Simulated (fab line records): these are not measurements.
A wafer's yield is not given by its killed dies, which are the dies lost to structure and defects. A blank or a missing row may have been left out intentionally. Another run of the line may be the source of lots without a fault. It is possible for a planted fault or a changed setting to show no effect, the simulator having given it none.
Chamber matching + flow n5Finfet + cmp-01 running N5_GATE_CUT_CMP_61: 4 sister chambers
The step polishes, stops on SiNx, t overpolish 3 s. 18 wafers are shown with their chamber, then 9 later ones without.

== WAFERS PAIRED WITH THEIR CHAMBERS ==
| wafer  | chamber | motorCurrentA (A) |
|--------|---------|-------------------|
| L078.4 | 3       | 12.7              |
| L078.5 | 1       | 11.3              |
| L078.6 | 2       | 12.6              |
| L079.2 | 0       | 13.1              |
| L079.4 | 1       | 11.8              |
| L079.6 | 1       | 11.3              |
| L079.1 | 2       | 13.1              |
| L079.3 | 3       | 12.6              |
| L079.5 | 0       | 12.2              |
| L083.1 | 1       | 11.7              |
| L083.3 | 3       | 12.9              |
| L083.4 | 0       | 12.9              |
| L087.1 | 0       | 12.6              |
| L087.5 | 0       | 11.7              |
| L087.6 | 3       | 12.7              |
| L088.4 | 2       | 12.9              |
| L088.5 | 0       | 13.2              |
| L088.6 | 3       | 11.9              |

SIGNATURES (averages over the wafers above)
| reading       | chamber 0 | chamber 1 | chamber 2 | chamber 3 | scatter within a chamber |
|---------------|-----------|-----------|-----------|-----------|--------------------------|
| motorCurrentA | 12.617    | 11.525    | 12.867    | 12.560    | 0.43                     |
Rule: for each reading, subtract the chamber's mean from the wafer's reading, divide by that reading's scatter and square the result; add these up over the readings and take the root, which gives the wafer's distance from the chamber. The wafer belongs to the nearest chamber; if the next one is less than 2 further off, it can't be placed. The scatter: the root of (the sum of the squares of (reading less its chamber's mean) over the shown wafers, divided by (wafers less chambers)).

== WAFERS WHOSE CHAMBER IS MISSING ==
| wafer  | motorCurrentA (A) |
|--------|-------------------|
| L090.2 | 12.4              |
| L090.3 | 12.6              |
| L090.5 | 11.8              |
| L092.2 | 11.4              |
| L092.4 | 12.4              |
| L092.5 | 12.0              |
| L093.2 | 12.9              |
| L093.3 | 14.0              |
| L093.6 | 13.6              |

== WHICH CHAMBER EACH WENT THROUGH ==
| wafer  | from the rows above               | in truth |
|--------|-----------------------------------|----------|
| L090.2 | can't be placed: 3 or 0 or 2 or 1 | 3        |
| L090.3 | can't be placed: 0 or 3 or 2      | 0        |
| L090.5 | can't be placed: 1 or 3 or 0 or 2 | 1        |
| L092.2 | 1                                 | 1        |
| L092.4 | can't be placed: 3 or 0 or 2 or 1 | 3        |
| L092.5 | can't be placed: 1 or 3 or 0 or 2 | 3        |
| L093.2 | can't be placed: 2 or 0 or 3      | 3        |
| L093.3 | can't be placed: 2 or 0 or 3      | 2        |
| L093.6 | can't be placed: 2 or 0 or 3      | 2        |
Correct placement for 1 of the 9. From these rows, 8 cannot be placed; in 8 the true chamber is one of the candidates. Number placed wrongly: 0.
